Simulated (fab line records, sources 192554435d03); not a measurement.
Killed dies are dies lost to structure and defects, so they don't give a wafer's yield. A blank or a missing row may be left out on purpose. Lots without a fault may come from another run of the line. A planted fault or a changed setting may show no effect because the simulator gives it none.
Split-lot experiment | flow n5_finfet | 7 lots, 21 wafers read, on a route of 1938 steps

THE SPLIT
At N5_MOL_CONTACT_COAG_COAT_02 (resist thk 30 nm), the setting spin_rpm was moved away from the recipe's 1500 rpm on 11 of the 21 wafers read, by -4.3% to +11.0%. The other wafers ran this setting at the recipe's value.

FROM THE SPLIT TO THE READING: what the file shows between them, 4 steps
- N5_MOL_CONTACT_COAG_EBR_04
- N5_MOL_CONTACT_COAG_SOFTBAKE_03: time 60 s
- N5_MOL_CONTACT_COAG_DESCUM_13: chemistry O2, time 7 s
- N5_MOL_CONTACT_COAG_ETCH_59: etches underlayer in N2/H2, target depth 13 nm, time 10.4 s

THE READING
CAR-EUV_of_MOL_CONTACT_COAG_COAT_02.thk_nm (the simulator's own value, which no gauge read), in nm, at N5_MOL_CONTACT_COAG_ETCH_105 (etches SiARC in CF4, target depth 15.6 nm, time 26 s). The file gives no usual value for it. The 10 wafers here that ran the recipe average 5.3 nm, standard deviation 0.1 nm.

wafer  | tool, chamber at the split | spin_rpm as run, rpm | against the recipe | CAR-EUV_of_MOL_CONTACT_COAG_COAT_02.thk_nm, nm | against lot-mates on the recipe
L074.1 | litho_track-02, 0          | 1500                 | recipe             | 5.2                                            | -
L074.4 | litho_track-02, 0          | 1436                 | -4.3%              | 6                                              | +0.8
L074.5 | litho_track-02, 0          | 1436                 | -4.3%              | 6                                              | +0.8
L077.1 | litho_track-03, 0          | 1500                 | recipe             | 5.2                                            | -
L077.3 | litho_track-03, 0          | 1665                 | +11.0%             | 4                                              | -1.2
L077.4 | litho_track-03, 0          | 1665                 | +11.0%             | 3.8                                            | -1.4
L079.1 | litho_track-01, 0          | 1500                 | recipe             | 5.4                                            | -
L079.2 | litho_track-01, 0          | 1500                 | recipe             | 5.4                                            | -
L079.3 | litho_track-01, 0          | 1500                 | recipe             | 5.2                                            | -
L084.1 | litho_track-01, 0          | 1614                 | +7.6%              | 4.6                                            | -0.8
L084.3 | litho_track-01, 0          | 1500                 | recipe             | 5.4                                            | -
L084.6 | litho_track-01, 0          | 1614                 | +7.6%              | 4.4                                            | -1.0
L085.2 | litho_track-03, 0          | 1644                 | +9.6%              | 4                                              | -1.2
L085.4 | litho_track-03, 0          | 1644                 | +9.6%              | 3.8                                            | -1.4
L085.5 | litho_track-03, 0          | 1500                 | recipe             | 5.2                                            | -
L088.1 | litho_track-02, 0          | 1661                 | +10.7%             | 4                                              | -1.4
L088.5 | litho_track-02, 0          | 1661                 | +10.7%             | 4                                              | -1.4
L088.4 | litho_track-02, 0          | 1500                 | recipe             | 5.4                                            | -
L096.1 | litho_track-01, 0          | 1613                 | +7.5%              | 4.6                                            | -0.7
L096.3 | litho_track-01, 0          | 1500                 | recipe             | 5.4                                            | -
L096.6 | litho_track-01, 0          | 1500                 | recipe             | 5.2                                            | -

THE FIT
A straight line over all 21 wafers: CAR-EUV_of_MOL_CONTACT_COAG_COAT_02.thk_nm changes by -0.13 nm for each +1% of spin_rpm; r = -0.98; the points scatter about the line by 0.14 nm.
The same after taking each lot's own level away (the mean of its wafers on the recipe; 21 wafers): -0.132 nm for each +1%; r = -0.99; scatter 0.13 nm.
On that fit, the largest move of spin_rpm shifts the reading by 1.4 nm.
The lots' own levels span 5.20 to 5.40 nm, that is 2.0 times the standard deviation above.
So the lot-to-lot level changes the slope little: the two slopes agree.
Check: with one of the wafers moved furthest among these (+11.0%) left out of the fit, the line predicts -1.42 nm for it against its lot-mates. It came out at -1.2 nm against them.

THE WHOLE CHAIN: every reading that the file lists as answering this split, in the file's order
step                         | what it does                                                | reading                                                                                     | change (the file's fit)               | r (the file's)
N5_MOL_CONTACT_COAG_COAT_02  | resist thk 30 nm                                            | CAR-EUV_of_MOL_CONTACT_COAG_COAT_02.thk_nm (the simulator's own value, which no gauge read) | -0.145 nm for each +1% of the setting | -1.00
N5_MOL_CONTACT_COAG_ETCH_59  | etches underlayer in N2/H2, target depth 13 nm, time 10.4 s | CAR-EUV_of_MOL_CONTACT_COAG_COAT_02.thk_nm (the simulator's own value, which no gauge read) | -0.131 nm for each +1% of the setting | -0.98
N5_MOL_CONTACT_COAG_ETCH_105 | etches SiARC in CF4, target depth 15.6 nm, time 26 s        | CAR-EUV_of_MOL_CONTACT_COAG_COAT_02.thk_nm (the simulator's own value, which no gauge read) | -0.124 nm for each +1% of the setting | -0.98

THE FILE'S OWN FIT
CAR-EUV_of_MOL_CONTACT_COAG_COAT_02.thk_nm changes by -0.124 nm for each +1% of spin_rpm, r = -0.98.
